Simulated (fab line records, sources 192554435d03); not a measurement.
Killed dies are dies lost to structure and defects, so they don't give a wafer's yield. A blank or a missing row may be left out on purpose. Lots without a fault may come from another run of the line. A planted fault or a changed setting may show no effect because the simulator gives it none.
Split-lot experiment | flow n5_finfet | 7 lots, 21 wafers read, on a route of 1938 steps

THE SPLIT
At N5_MIM_BOT_SPUTTER_00 (material TiN, target thk 35 nm, time 89.7 s), the setting time_s was moved away from the recipe's 89.7 s on 8 of the 21 wafers read, by -14.9% to +15.1%. The other wafers ran this setting at the recipe's value.

The reading is taken at the split's own step.

THE READING
TiN_of_MIM_BOT_SPUTTER_00.thk_nm (the simulator's own value, which no gauge read), in nm, at N5_MIM_BOT_SPUTTER_00 (material TiN, target thk 35 nm, time 89.7 s). The file gives no usual value for it. The 13 wafers here that ran the recipe average 35.0 nm, standard deviation 0.54 nm.

wafer  | tool, chamber at the split | time_s as run, s | against the recipe | TiN_of_MIM_BOT_SPUTTER_00.thk_nm, nm | against lot-mates on the recipe
L074.3 | pvd_sputter-01, -          | 83.29            | -7.1%              | 32.4                                 | -2.4
L074.4 | pvd_sputter-01, -          | 89.7             | recipe             | 34.8                                 | -
L074.6 | pvd_sputter-01, -          | 83.29            | -7.1%              | 32.2                                 | -2.6
L076.4 | pvd_sputter-03, -          | 89.7             | recipe             | 34.6                                 | -
L076.5 | pvd_sputter-03, -          | 103.2            | +15.1%             | 39.8                                 | +5.0
L076.6 | pvd_sputter-03, -          | 89.7             | recipe             | 35                                   | -
L079.3 | pvd_sputter-01, -          | 89.7             | recipe             | 35                                   | -
L079.5 | pvd_sputter-01, -          | 89.7             | recipe             | 34.8                                 | -
L079.6 | pvd_sputter-01, -          | 89.7             | recipe             | 34                                   | -
L085.1 | pvd_sputter-02, -          | 95.04            | +6.0%              | 37.8                                 | +2.0
L085.2 | pvd_sputter-02, -          | 89.7             | recipe             | 35.8                                 | -
L085.6 | pvd_sputter-02, -          | 95.04            | +6.0%              | 37.4                                 | +1.6
L093.4 | pvd_sputter-02, -          | 89.7             | recipe             | 35.6                                 | -
L093.5 | pvd_sputter-02, -          | 89.7             | recipe             | 36                                   | -
L093.6 | pvd_sputter-02, -          | 99.39            | +10.8%             | 39.8                                 | +4.0
L095.1 | pvd_sputter-03, -          | 89.7             | recipe             | 34.6                                 | -
L095.2 | pvd_sputter-03, -          | 93.35            | +4.1%              | 36.2                                 | +1.7
L095.3 | pvd_sputter-03, -          | 89.7             | recipe             | 34.4                                 | -
L096.4 | pvd_sputter-03, -          | 89.7             | recipe             | 35.2                                 | -
L096.5 | pvd_sputter-03, -          | 76.37            | -14.9%             | 29.8                                 | -5.2
L096.6 | pvd_sputter-03, -          | 89.7             | recipe             | 34.8                                 | -

THE FIT
A straight line over all 21 wafers: TiN_of_MIM_BOT_SPUTTER_00.thk_nm changes by +0.366 nm for each +1% of time_s; r = +0.97; the points scatter about the line by 0.55 nm.
The same after taking each lot's own level away (the mean of its wafers on the recipe; 21 wafers): +0.345 nm for each +1%; r = +0.99; scatter 0.26 nm.
On that fit, the largest move of time_s shifts the reading by 5.2 nm.
The lots' own levels span 34.50 to 35.80 nm, that is 2.4 times the standard deviation above.
So the lot-to-lot level changes the slope little: the two slopes agree.
Check: with one of the wafers moved furthest among these (+15.1%) left out of the fit, the line predicts +5.27 nm for it against its lot-mates. It came out at +5 nm against them.

OTHER SPLITS ON THESE WAFERS
These wafers also went through other splits before the reading. Each is held against what the fit with the lots' levels taken away leaves over:
other split on the same wafers    | wafers away from the commonest value | r with TiN_of_MIM_BOT_SPUTTER_00.thk_nm (lot level and that fit taken away)
N5_BEOL_M13_COAT_65 spin_rpm      | 7                                    | +0.05
N5_BEOL_M13_COAT_66 spin_rpm      | 5                                    | -0.21
N5_BEOL_M14_EXPOSE_07 dose_mj     | 10                                   | +0.08
N5_BEOL_M14_PEB_08 peb_time_s     | 7                                    | +0.01
N5_BEOL_M15_TRENCH_ETCH_34 time_s | 7                                    | +0.04
N5_BEOL_M15_SPUTTER_44 power_w    | 7                                    | -0.08
N5_BEOL_M15_CMP_49 down_force_psi | 7                                    | -0.09

THE FILE'S OWN FIT
TiN_of_MIM_BOT_SPUTTER_00.thk_nm changes by +0.347 nm for each +1% of time_s, r = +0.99.
